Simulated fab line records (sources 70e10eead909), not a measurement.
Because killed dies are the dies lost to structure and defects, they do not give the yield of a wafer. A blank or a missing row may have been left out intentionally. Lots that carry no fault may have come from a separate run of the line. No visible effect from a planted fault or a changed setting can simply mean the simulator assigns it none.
fab line records -- flow nand_harc -- part 1 of 2: steps 1 to 4 of 6
[record] lots = 22, wafers = 66, last_day = 25
route steps=1159 shown A_STAIRCASE@675 A_SGD_CUT@763 A_SLIT@797
lots that met no fault: from a run of the same line without faults
start_h: hours from the record's opening day to when the first of the lot's shown wafers began -- wait_h: time in hours since the lot's previous step -- " unchanged from the row above -- L1.1+2: several wafers, shown together as one row -- - value missing, or start not given -- * or withheld: withheld -- < > ~ a bound
route shown NAME@n: NAME is a module with steps in the file, n the number in the route of the first one -- usual: mean and standard deviation over wafers with no fault -- same: alike in all rows -- chamber/n: place in a boat -- sites: per-site readings -- _std_site: standard deviation across them -- _edge_site: outer sites' mean less inner sites' -- radius_mm: how far each site lies from the wafer's centre -- mask NAME#n: copy n -- behind: the most recent tool/chamber to have shaped the wafer -- hold: reason for holding the lot/hours on hold/outcome of the hold -- device: the transistor (n, p or np) that didn't switch -- end of line: tests of these same wafers at the route's end -- a step given without rows: its recipe and nothing more -- killed: count of dies lost to structure and defects at first sort (not the wafer's yield) -- map: the dies of a wafer, with x for killed, . for not killed, _ for no die there
set.NAME: the setting as run; set.NAME@STEP: as run at that earlier step -- model.NAME: the simulator's own value behind a step, which no gauge read
steps of the route over a sample of lots; a table a step, a row a wafer
services: when a tool's chamber went out of use (start_h, in hours from the record's first day, below 0 if earlier), for how many hours, and the reason
[[steps]]
[step NHARC_A_STAIRCASE_HM_DEP_462]
[recipe] target_thk_a = 8000, temp_c = 400, material = aC
[usual] throttle_valve_pct = 35.000/0.009
lot.wafer,tool,chamber,start_h,wait_h,throttle_valve_pct
L074.1,acl_dep-02,0,264.55,0.1,35.003
L074.2,acl_dep-02,0,264.55,0.1,35.004
L074.5,acl_dep-02,0,264.55,0.1,34.998
L076.1,acl_dep-03,0,268.08,0.1,35.003
L076.5,acl_dep-03,0,269.30,1.3,35.016
L076.6,acl_dep-03,0,269.30,1.3,34.998
L075.1,acl_dep-01,0,273.42,0.1,35.003
L075.2,acl_dep-01,0,273.42,0.1,35.000
L075.4,acl_dep-01,0,273.42,0.1,34.999
L079.1,acl_dep-02,0,278.52,1.4,35.005
L079.4,acl_dep-02,0,278.52,1.4,34.999
L079.6,acl_dep-02,0,278.52,1.4,35.006
L077.1,acl_dep-03,0,278.83,1.3,34.988
L077.3,acl_dep-03,0,278.83,1.3,35.000
L077.6,acl_dep-03,0,278.83,1.3,35.002
L078.3,acl_dep-01,0,286.69,0.7,34.989
L078.4,acl_dep-01,0,286.69,0.7,35.014
L078.5,acl_dep-01,0,286.69,0.7,35.010
L081.2,acl_dep-01,0,295.24,0.4,34.990
L081.3,acl_dep-01,0,295.24,0.4,35.004
L081.4,acl_dep-01,0,295.24,0.4,34.973
L082.2,acl_dep-03,0,300.01,2.7,34.977
L082.3,acl_dep-03,0,300.01,2.7,35.000
L082.5,acl_dep-03,0,300.01,2.7,35.010
L080.1,acl_dep-03,0,303.53,2.4,35.001
L080.5,acl_dep-03,0,304.77,3.6,34.995
L080.6,acl_dep-03,0,304.77,3.6,34.988
L083.2,acl_dep-03,0,311.37,1.2,34.994
L083.3,acl_dep-03,0,311.37,1.2,35.010
L083.5,acl_dep-03,0,311.37,1.2,35.000
L084.1,acl_dep-03,0,312.92,0.7,34.987
L084.4,acl_dep-03,0,312.92,0.7,34.987
L084.6,acl_dep-03,0,312.92,0.7,34.997
L085.2,acl_dep-03,0,337.02,0.8,34.999
L085.3,acl_dep-03,0,337.02,0.8,34.987
L085.6,acl_dep-03,0,337.02,0.8,34.992
L087.1,acl_dep-01,0,340.29,2.8,35.018
L087.3,acl_dep-01,0,340.29,2.8,35.014
L087.5,acl_dep-01,0,340.29,2.8,35.009
L088.3,acl_dep-03,0,341.09,2.3,34.995
L088.5,acl_dep-03,0,341.09,2.3,35.003
L088.6,acl_dep-03,0,341.09,2.3,35.011
L089.1,acl_dep-02,0,348.44,0.1,34.990
L089.3,acl_dep-02,0,348.44,0.1,34.993
L089.6,acl_dep-02,0,348.44,0.1,35.007
L092.2,acl_dep-01,0,361.14,3.0,35.008
L092.4,acl_dep-01,0,361.14,3.0,35.003
L092.5,acl_dep-01,0,361.14,3.0,34.995
L091.1,acl_dep-03,0,364.30,2.0,35.006
L091.3,acl_dep-03,0,364.30,2.0,35.003
L091.4,acl_dep-03,0,364.30,2.0,35.010
L090.1,acl_dep-02,0,364.52,1.3,34.982
L090.2,acl_dep-02,0,364.52,1.3,35.005
L090.6,acl_dep-02,0,366.06,2.9,34.979
L095.1,acl_dep-01,0,378.49,0.1,35.009
L095.2,acl_dep-01,0,378.49,0.1,34.994
L095.4,acl_dep-01,0,378.49,0.1,34.992
L094.3,acl_dep-03,0,380.87,0.7,34.997
L094.4,acl_dep-03,0,380.87,0.7,35.004
L094.5,acl_dep-03,0,380.87,0.7,35.001
L097.1,acl_dep-03,0,395.29,0.1,34.989
L097.5,acl_dep-03,0,396.53,1.3,35.005
L097.6,acl_dep-03,0,396.53,1.3,34.989
L096.3,acl_dep-03,0,399.01,2.0,34.999
L096.5,acl_dep-03,0,399.01,2.0,35.000
L096.6,acl_dep-03,0,399.01,2.0,34.996
[step NHARC_A_STAIRCASE_STRIP_475]
[recipe] time_s = 20, o2_flow_sccm = 500, ar_flow_sccm = 0, bias_w = 0, chemistry = O2
[usual] drypump_motor_current_A = 5.68/0.3, oes_product_au = 0.999/0.011, rf_vpp_V = 57.9/0.76, showerhead_plenum_p_Torr = 3.57/0.11, throttle_valve_pct = 17.036/0.0088
[same] bias_w = 0
lot.wafer,tool,chamber,start_h,wait_h,drypump_motor_current_A,oes_product_au,rf_hours_counter_h,rf_vpp_V,showerhead_plenum_p_Torr,throttle_valve_pct
L074.2,rie_diel-12,2,-,-,5.54,0.999,35,57.1,3.75,17.052
L074.1,rie_diel-12,3,-,-,5.17,0.983,34,58.6,3.70,17.037
L074.5,rie_diel-12,1,-,-,6.01,1.001,-,58.7,3.45,17.036
L075.2,rie_diel-08,0,-,-,5.21,1.014,4,59.5,3.47,17.039
L075.4,rie_diel-08,2,-,-,5.51,1.000,3,59.0,3.70,17.032
L075.1,rie_diel-08,3,-,-,6.12,0.992,3,58.3,3.65,17.030
L076.1,rie_diel-04,0,-,-,5.55,0.996,7,56.8,3.57,17.027
L076.6,rie_diel-04,3,-,-,5.77,1.010,-,56.9,3.50,17.051
L076.5,rie_diel-04,0,-,-,5.55,0.987,-,58.4,3.57,17.046
L077.3,rie_diel-08,1,329.05,0.3,5.71,1.004,9,57.1,3.71,17.040
L077.1,rie_diel-08,3,329.05,0.3,6.19,0.998,8,58.1,3.65,17.034
L077.6,rie_diel-08,1,329.05,0.3,5.70,1.002,-,56.7,3.71,17.027
L079.1,rie_diel-04,0,-,-,5.54,0.992,12,56.6,3.56,17.037
L079.4,rie_diel-04,1,-,-,5.67,1.006,10,57.6,3.62,17.054
L079.6,rie_diel-04,0,-,-,5.54,0.992,-,57.5,3.56,17.039
L078.3,rie_diel-12,1,-,-,6.01,0.989,41,57.2,3.44,17.042
L078.4,rie_diel-12,2,-,-,5.55,0.995,42,59.7,3.74,17.049
L078.5,rie_diel-12,1,-,-,5.99,0.987,-,56.9,3.44,17.042
L082.3,rie_diel-12,0,-,-,5.67,1.003,46,57.2,3.43,17.021
L082.2,rie_diel-12,1,-,-,5.99,0.989,50,57.6,3.44,17.038
L082.5,rie_diel-12,1,-,-,5.98,0.996,-,58.7,3.44,17.040
L081.4,rie_diel-12,3,-,-,5.21,0.992,51,58.8,3.69,17.019
L081.2,rie_diel-12,0,-,-,5.63,0.997,46,58.3,3.43,17.041
L081.3,rie_diel-12,1,-,-,6.01,0.984,50,58.1,3.44,17.019
L080.1,rie_diel-04,1,-,-,5.63,0.995,20,58.2,3.61,17.040
L080.5,rie_diel-04,0,-,-,5.55,0.984,-,58.3,3.56,17.041
L080.6,rie_diel-04,1,-,-,5.65,0.996,-,57.2,3.61,17.030
L083.2,rie_diel-08,2,-,-,5.50,0.992,16,58.3,3.69,17.048
L083.3,rie_diel-08,0,-,-,5.21,1.003,22,58.6,3.46,17.026
L083.5,rie_diel-08,3,-,-,6.19,0.990,-,57.8,3.64,17.028
L084.1,rie_diel-12,3,-,-,5.18,0.986,54,58.7,3.69,17.032
L084.4,rie_diel-12,0,-,-,5.61,0.992,51,58.0,3.42,17.030
L084.6,rie_diel-12,2,-,-,5.54,0.990,-,59.0,3.74,17.048
L085.3,rie_diel-08,2,-,-,5.49,0.992,22,58.3,3.69,17.045
L085.2,rie_diel-08,3,-,-,6.20,0.993,28,58.0,3.64,17.052
L085.6,rie_diel-08,2,-,-,5.50,0.994,-,58.1,3.69,17.044
L088.3,rie_diel-04,1,-,-,5.62,1.011,32,56.8,3.61,17.035
L088.6,rie_diel-04,0,-,-,5.57,0.988,-,57.0,3.55,17.033
L088.5,rie_diel-04,1,-,-,5.64,0.992,-,56.9,3.61,17.034
L087.1,rie_diel-04,3,-,-,5.79,1.004,31,58.5,3.49,17.034
L087.3,rie_diel-04,0,-,-,5.56,0.980,34,58.1,3.55,17.036
L087.5,rie_diel-04,3,-,-,5.78,1.011,-,58.0,3.48,17.040
L089.3,rie_diel-04,2,-,-,6.16,0.998,32,58.2,3.53,17.022
L089.1,rie_diel-04,3,-,-,5.76,1.016,34,58.2,3.48,17.045
L089.6,rie_diel-04,1,-,-,5.66,0.995,-,58.2,3.61,17.040
L091.1,rie_diel-04,3,-,-,5.75,1.007,41,58.0,3.48,17.032
L091.4,rie_diel-04,1,-,-,5.65,1.001,39,57.4,3.60,17.038
L091.3,rie_diel-04,2,-,-,6.15,1.003,39,58.9,3.53,17.025
L092.2,rie_diel-08,2,-,-,5.53,0.997,34,58.4,3.68,17.040
L092.4,rie_diel-08,1,-,-,5.71,1.005,38,59.4,3.70,17.042
L092.5,rie_diel-08,3,-,-,6.24,1.015,-,57.7,3.63,17.048
L090.1,rie_diel-12,2,-,-,5.60,1.024,9,57.9,3.73,17.033
L090.2,rie_diel-12,0,-,-,5.63,1.003,10,58.6,3.42,17.044
L090.6,rie_diel-12,2,-,-,5.55,1.021,-,58.2,3.73,17.031
L095.2,rie_diel-12,0,-,-,5.68,1.015,22,56.6,3.41,17.030
L095.1,rie_diel-12,1,-,-,6.00,0.990,20,57.0,3.42,17.020
L095.4,rie_diel-12,3,-,-,5.24,0.986,21,58.0,3.68,17.038
L094.3,rie_diel-08,2,-,-,5.51,1.005,44,57.7,3.68,17.026
L094.4,rie_diel-08,0,-,-,5.21,1.017,53,57.1,3.44,17.027
L094.5,rie_diel-08,2,-,-,5.49,1.012,-,58.0,3.68,17.048
L096.3,rie_diel-04,1,-,-,5.66,0.998,53,57.4,3.60,17.010
L096.6,rie_diel-04,2,-,-,6.19,1.002,-,58.9,3.52,17.038
L096.5,rie_diel-04,3,-,-,5.75,1.007,-,57.1,3.47,17.037
L097.1,rie_diel-12,1,-,-,5.97,0.992,21,58.7,3.42,17.035
L097.6,rie_diel-12,0,-,-,5.61,1.008,-,58.4,3.41,17.034
L097.5,rie_diel-12,1,-,-,5.97,0.987,-,59.6,3.42,17.039
[step NHARC_A_SGD_CUT_ETCH_59]
[recipe] target_depth_a = 2600, over_etch_frac = 0.25, time_s = 406.25, ion_energy_ev = 200, n2_flow_sccm = 150, h2_flow_sccm = 150, ar_flow_sccm = 0, rf_w = 400, bias_w = 150, chemistry = N2/H2
[usual] bias_w = 150.0/0.4, drypump_motor_current_A = 5.6/0.49, oes_product_au = 0.998/0.01, rf_vpp_V = 429.8/2.3, showerhead_plenum_p_Torr = 2.02/0.074, throttle_valve_pct = 14.172/0.0084
lot.wafer,tool,chamber,start_h,wait_h,bias_w,drypump_motor_current_A,oes_product_au,rf_hours_counter_h,rf_vpp_V,showerhead_plenum_p_Torr,throttle_valve_pct
L074.1,rie_diel-11,0,-,-,149.9,6.4,1.010,10,428.3,1.93,14.176
L074.2,rie_diel-11,2,-,-,149.8,5.8,0.984,10,429.0,2.01,14.183
L074.5,rie_diel-11,3,-,-,150.0,6.2,1.001,-,427.9,1.93,14.181
L075.1,rie_diel-06,1,-,-,149.9,6.4,0.993,5,432.3,2.10,14.171
L075.2,rie_diel-06,2,-,-,150.0,5.0,1.002,6,428.7,1.92,14.170
L075.4,rie_diel-06,1,-,-,150.1,6.4,0.988,-,433.5,2.10,14.164
L076.1,rie_diel-01,3,-,-,150.5,5.2,0.991,0,432.4,2.09,14.159
L076.6,rie_diel-01,2,-,-,149.3,5.5,1.002,-,432.0,2.08,14.175
L076.5,rie_diel-01,3,-,-,150.7,5.2,0.987,-,431.6,2.09,14.162
L077.1,rie_diel-11,3,-,-,149.5,6.3,1.012,12,426.5,1.93,14.161
L077.3,rie_diel-11,2,-,-,149.6,5.8,0.993,13,429.3,2.01,14.170
L077.6,rie_diel-11,3,-,-,149.7,6.2,0.995,-,427.2,1.93,14.164
L079.4,rie_diel-01,2,-,-,150.4,5.5,1.009,1,431.8,2.08,14.185
L079.1,rie_diel-01,1,-,-,149.5,5.1,0.992,1,429.0,1.96,14.166
L079.6,rie_diel-01,2,-,-,150.6,5.5,1.003,-,430.7,2.08,14.173
L078.3,rie_diel-06,2,-,-,149.7,5.0,1.009,7,427.9,1.92,14.160
L078.5,rie_diel-06,2,-,-,149.4,5.0,1.009,-,426.4,1.92,14.147
L078.4,rie_diel-06,3,-,-,150.6,5.8,0.986,-,427.7,1.94,14.178
L082.3,rie_diel-11,3,-,-,150.4,6.3,1.001,15,425.5,1.93,14.175
L082.2,rie_diel-11,1,-,-,149.5,5.0,1.004,14,433.6,2.15,14.165
L082.5,rie_diel-11,2,-,-,149.3,5.9,0.994,-,429.2,2.01,14.174
L081.4,rie_diel-01,1,-,-,150.0,5.1,0.991,3,428.3,1.96,14.163
L081.3,rie_diel-01,2,-,-,150.2,5.5,1.006,4,431.8,2.08,14.172
L081.2,rie_diel-01,3,-,-,149.6,5.2,0.991,4,431.2,2.09,14.152
L080.1,rie_diel-01,1,-,-,149.6,5.1,0.993,3,428.4,1.96,14.170
L080.5,rie_diel-01,3,-,-,150.2,5.2,0.989,-,431.2,2.09,14.166
L080.6,rie_diel-01,0,-,-,150.2,5.5,0.990,-,430.8,2.04,14.185
L083.2,rie_diel-06,0,-,-,150.5,5.3,1.005,8,431.1,2.08,14.180
L083.3,rie_diel-06,1,-,-,150.6,6.4,0.981,8,431.4,2.10,14.171
L083.5,rie_diel-06,2,-,-,150.0,5.0,1.010,-,427.0,1.92,14.156
L084.1,rie_diel-01,3,-,-,149.6,5.2,1.001,5,432.3,2.09,14.179
L084.4,rie_diel-01,0,-,-,149.7,5.5,0.994,4,432.0,2.04,14.175
L084.6,rie_diel-01,3,-,-,150.5,5.2,0.994,-,431.4,2.09,14.168
L085.3,rie_diel-11,1,-,-,150.1,5.0,1.002,1,433.3,2.15,14.170
L085.2,rie_diel-11,3,-,-,149.6,6.2,0.988,0,425.8,1.93,14.174
L085.6,rie_diel-11,0,-,-,150.9,6.5,1.006,-,427.6,1.93,14.177
L088.3,rie_diel-06,2,-,-,149.4,5.0,1.001,10,428.0,1.92,14.181
L088.6,rie_diel-06,3,-,-,149.7,5.8,0.991,-,428.8,1.94,14.160
L088.5,rie_diel-06,0,-,-,150.6,5.3,1.018,-,432.0,2.08,14.163
L087.1,rie_diel-01,2,-,-,149.7,5.5,0.990,9,433.1,2.07,14.173
L087.3,rie_diel-01,3,-,-,150.3,5.2,0.983,9,431.9,2.09,14.182
L087.5,rie_diel-01,0,-,-,150.1,5.5,1.002,-,430.3,2.04,14.189
L089.1,rie_diel-06,2,-,-,150.2,5.1,0.997,11,427.3,1.92,14.176
L089.3,rie_diel-06,0,-,-,150.0,5.3,1.009,10,431.9,2.08,14.166
L089.6,rie_diel-06,2,-,-,149.8,5.1,0.996,-,425.7,1.92,14.175
L091.4,rie_diel-01,3,-,-,149.3,5.2,0.991,12,429.8,2.08,14.165
L091.1,rie_diel-01,0,-,-,150.5,5.5,0.984,11,430.4,2.04,14.180
L091.3,rie_diel-01,2,-,-,149.8,5.5,0.992,11,431.7,2.07,14.180
L092.2,rie_diel-11,0,-,-,149.3,6.5,1.001,3,429.1,1.93,14.185
L092.4,rie_diel-11,1,-,-,150.2,5.0,0.998,3,434.4,2.15,14.188
L092.5,rie_diel-11,3,-,-,149.7,6.2,0.983,-,426.2,1.93,14.187
L090.2,rie_diel-01,2,-,-,149.9,5.5,1.006,12,430.3,2.07,14.164
L090.1,rie_diel-01,3,-,-,149.9,5.2,0.999,12,433.2,2.08,14.176
L090.6,rie_diel-01,2,-,-,149.5,5.5,1.021,-,433.0,2.07,14.179
L095.1,rie_diel-01,3,-,-,150.0,5.2,0.997,15,431.0,2.08,14.163
L095.4,rie_diel-01,0,-,-,149.9,5.5,0.993,14,429.8,2.04,14.175
L095.2,rie_diel-01,2,-,-,149.7,5.5,1.015,14,432.0,2.07,14.170
L094.4,rie_diel-06,2,-,-,149.4,5.0,1.011,2,426.2,1.92,14.168
L094.3,rie_diel-06,1,-,-,149.6,6.4,1.007,2,432.6,2.10,14.169
L094.5,rie_diel-06,3,-,-,150.6,5.8,0.995,-,427.1,1.94,14.169
L096.3,rie_diel-11,2,-,-,149.2,5.9,0.983,7,429.1,2.01,14.175
L096.6,rie_diel-11,0,-,-,149.8,6.5,1.002,-,427.5,1.93,14.176
L096.5,rie_diel-11,1,-,-,150.4,5.0,0.992,-,434.5,2.15,14.176
L097.1,rie_diel-01,2,-,-,150.6,5.5,1.007,14,432.9,2.07,14.176
L097.6,rie_diel-01,2,-,-,149.6,5.5,1.001,-,431.5,2.07,14.166
L097.5,rie_diel-01,3,-,-,149.3,5.2,0.979,-,432.4,2.08,14.177
[step NHARC_A_SGD_CUT_ETCH_16]
[recipe] target_depth_a = 3105, time_s = 155.2, c4f8_flow_sccm = withheld, o2_flow_sccm = 8, ar_flow_sccm = withheld, rf_w = 600, bias_w = 800, chemistry = C4F8/O2/Ar
[usual] bias_w = 800.2/2.2, oes_product_au = 0.970/0.017, rf_vpp_V = 722/3.6
lot.wafer,tool,chamber,start_h,wait_h,bias_w,oes_product_au,rf_hours_counter_h,rf_vpp_V
L074.1,rie_diel-11,0,-,-,802.8,0.995,10,718
L074.2,rie_diel-11,1,-,-,800.2,0.972,10,729
L074.5,rie_diel-11,2,-,-,799.5,0.965,-,721
L075.2,rie_diel-06,1,-,-,797.2,0.940,5,725
L075.1,rie_diel-06,3,-,-,802.2,0.945,7,718
L075.4,rie_diel-06,3,-,-,802.6,0.945,-,720
L076.1,rie_diel-01,1,-,-,805.4,0.972,0,720
L076.5,rie_diel-01,3,-,-,803.2,0.987,-,724
L076.6,rie_diel-01,0,-,-,799.6,0.967,-,724
L077.3,rie_diel-11,3,-,-,799.5,0.978,12,717
L077.1,rie_diel-11,2,-,-,800.1,0.950,13,721
L077.6,rie_diel-11,3,-,-,802.0,0.976,-,717
L079.4,rie_diel-01,2,-,-,799.6,0.983,1,726
L079.1,rie_diel-01,3,-,-,799.7,0.977,1,725
L079.6,rie_diel-01,2,-,-,799.9,0.980,-,726
L078.3,rie_diel-06,2,-,-,799.7,0.988,7,717
L078.4,rie_diel-06,2,-,-,799.7,0.986,-,717
L078.5,rie_diel-06,3,-,-,799.4,0.961,-,719
L082.3,rie_diel-11,2,-,-,794.4,0.953,15,721
L082.2,rie_diel-11,0,-,-,801.2,1.004,14,719
L082.5,rie_diel-11,1,-,-,799.6,0.976,-,729
L081.2,rie_diel-01,3,-,-,795.1,0.957,4,725
L081.3,rie_diel-01,0,-,-,803.8,0.970,3,723
L081.4,rie_diel-01,1,-,-,801.5,0.951,3,719
L080.1,rie_diel-01,3,-,-,799.0,0.979,4,726
L080.6,rie_diel-01,1,-,-,799.0,0.978,-,720
L080.5,rie_diel-01,2,-,-,799.6,0.983,-,726
L083.2,rie_diel-06,1,-,-,800.0,0.969,8,725
L083.3,rie_diel-06,0,-,-,804.3,0.988,8,725
L083.5,rie_diel-06,2,-,-,795.9,0.980,-,717
L084.1,rie_diel-01,2,-,-,803.0,0.987,5,724
L084.4,rie_diel-01,0,-,-,804.0,0.979,4,723
L084.6,rie_diel-01,2,-,-,802.2,0.985,-,724
L085.3,rie_diel-11,2,-,-,798.8,0.963,1,721
L085.2,rie_diel-11,0,-,-,798.4,1.001,1,719
L085.6,rie_diel-11,2,-,-,801.5,0.962,-,722
L088.3,rie_diel-06,3,-,-,801.1,0.958,11,717
L088.6,rie_diel-06,0,-,-,798.6,1.001,-,726
L088.5,rie_diel-06,1,-,-,799.9,0.981,-,726
L087.3,rie_diel-01,3,-,-,801.9,0.966,9,726
L087.1,rie_diel-01,1,-,-,800.2,0.987,8,719
L087.5,rie_diel-01,2,-,-,802.3,0.973,-,725
L089.1,rie_diel-06,3,-,-,801.0,0.954,12,717
L089.3,rie_diel-06,2,-,-,800.7,0.971,11,717
L089.6,rie_diel-06,3,-,-,802.1,0.967,-,719
L091.4,rie_diel-01,3,-,-,799.6,0.968,12,725
L091.3,rie_diel-01,1,-,-,796.1,0.987,11,719
L091.1,rie_diel-01,2,-,-,801.4,0.989,11,724
L092.2,rie_diel-11,2,-,-,804.1,0.969,3,722
L092.4,rie_diel-11,3,-,-,797.8,0.970,3,717
L092.5,rie_diel-11,2,-,-,798.3,0.960,-,722
L090.1,rie_diel-01,2,-,-,799.4,0.968,12,724
L090.2,rie_diel-01,3,-,-,802.7,0.964,12,726
L090.6,rie_diel-01,0,-,-,801.1,0.965,-,723
L095.4,rie_diel-01,3,-,-,799.7,0.939,15,723
L095.2,rie_diel-01,1,-,-,800.8,0.929,13,719
L095.1,rie_diel-01,2,-,-,801.7,0.943,14,725
L094.3,rie_diel-06,0,-,-,798.8,1.002,2,725
L094.4,rie_diel-06,1,-,-,800.7,1.002,2,727
L094.5,rie_diel-06,3,-,-,804.6,0.976,-,719
L096.3,rie_diel-11,0,-,-,799.0,0.959,7,718
L096.6,rie_diel-11,1,-,-,802.1,0.940,-,729
L096.5,rie_diel-11,2,-,-,799.2,0.925,-,721
L097.1,rie_diel-01,1,-,-,798.0,0.969,14,719
L097.6,rie_diel-01,1,-,-,797.8,0.976,-,719
L097.5,rie_diel-01,2,-,-,799.7,0.985,-,725
